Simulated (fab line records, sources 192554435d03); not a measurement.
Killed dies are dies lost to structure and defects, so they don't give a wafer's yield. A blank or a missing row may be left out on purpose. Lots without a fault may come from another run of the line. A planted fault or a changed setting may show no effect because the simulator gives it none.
Chamber matching | flow n5_finfet | N5_BEOL_M7_DESCUM_16 on rie_diel-02: 4 sister chambers
The step chemistry O2, time 7.9 s. 16 wafers are shown with their chamber, then 8 later ones without.

WAFERS WITH THEIR CHAMBER
wafer  | chamber | showerhead_plenum_p_Torr (Torr) | oes_product_au (a.u.) | drypump_motor_current_A (A)
L077.2 | 2       | 2.09                            | 1.00                  | 5.7
L077.3 | 1       | 2.16                            | 0.71                  | 5.8
L077.4 | 0       | 2.07                            | 0.73                  | 6.0
L081.2 | 3       | 2.23                            | 0.86                  | 5.3
L081.3 | 1       | 2.16                            | 0.70                  | 5.8
L081.5 | 1       | 2.16                            | 0.71                  | 5.9
L079.3 | 3       | 2.23                            | 0.87                  | 5.4
L079.4 | 0       | 2.07                            | 0.73                  | 6.0
L079.6 | 1       | 2.16                            | 0.71                  | 5.9
L083.1 | 1       | 2.16                            | 0.70                  | 5.9
L083.2 | 0       | 2.07                            | 0.73                  | 6.0
L083.3 | 2       | 2.09                            | 0.97                  | 5.7
L085.1 | 2       | 2.08                            | 0.95                  | 5.7
L085.2 | 3       | 2.22                            | 0.85                  | 5.4
L085.3 | 1       | 2.15                            | 0.71                  | 5.8
L085.4 | 0       | 2.07                            | 0.73                  | 6.0

SIGNATURES (means of the wafers above)
reading                  | chamber 0 | chamber 1 | chamber 2 | chamber 3 | scatter within a chamber
showerhead_plenum_p_Torr | 2.0700    | 2.1583    | 2.0867    | 2.2267    | 0.00425
oes_product_au           | 0.7300    | 0.7067    | 0.9733    | 0.8600    | 0.0115
drypump_motor_current_A  | 6.000     | 5.850     | 5.700     | 5.367     | 0.0425
Rule: a wafer's distance from a chamber is the root of the sum, over the readings, of the square of ((its reading less the chamber's mean) divided by the reading's scatter). The wafer belongs to the nearest chamber; if the next one is less than 2 further off, it can't be placed. The scatter: the root of (the sum of the squares of (reading less its chamber's mean) over the shown wafers, divided by (wafers less chambers)).

WAFERS WITHOUT THEIR CHAMBER
wafer  | showerhead_plenum_p_Torr (Torr) | oes_product_au (a.u.) | drypump_motor_current_A (A)
L085.5 | 2.07                            | 0.72                  | 6.0
L085.6 | 2.22                            | 0.85                  | 5.4
L093.1 | 2.08                            | 0.91                  | 5.6
L093.2 | 2.22                            | 0.82                  | 5.4
L093.3 | 2.07                            | 0.71                  | 6.0
L093.4 | 2.15                            | 0.69                  | 5.9
L093.5 | 2.22                            | 0.82                  | 5.4
L093.6 | 2.07                            | 0.71                  | 6.0

WHICH CHAMBER EACH WENT THROUGH
wafer  | from the rows above | in truth
L085.5 | 0                   | 0
L085.6 | 3                   | 3
L093.1 | 2                   | 2
L093.2 | 3                   | 3
L093.3 | 0                   | 0
L093.4 | 1                   | 1
L093.5 | 3                   | 3
L093.6 | 0                   | 0
Placed correctly: 8 of 8. Can't be placed from these rows: 0. Placed wrongly: 0.
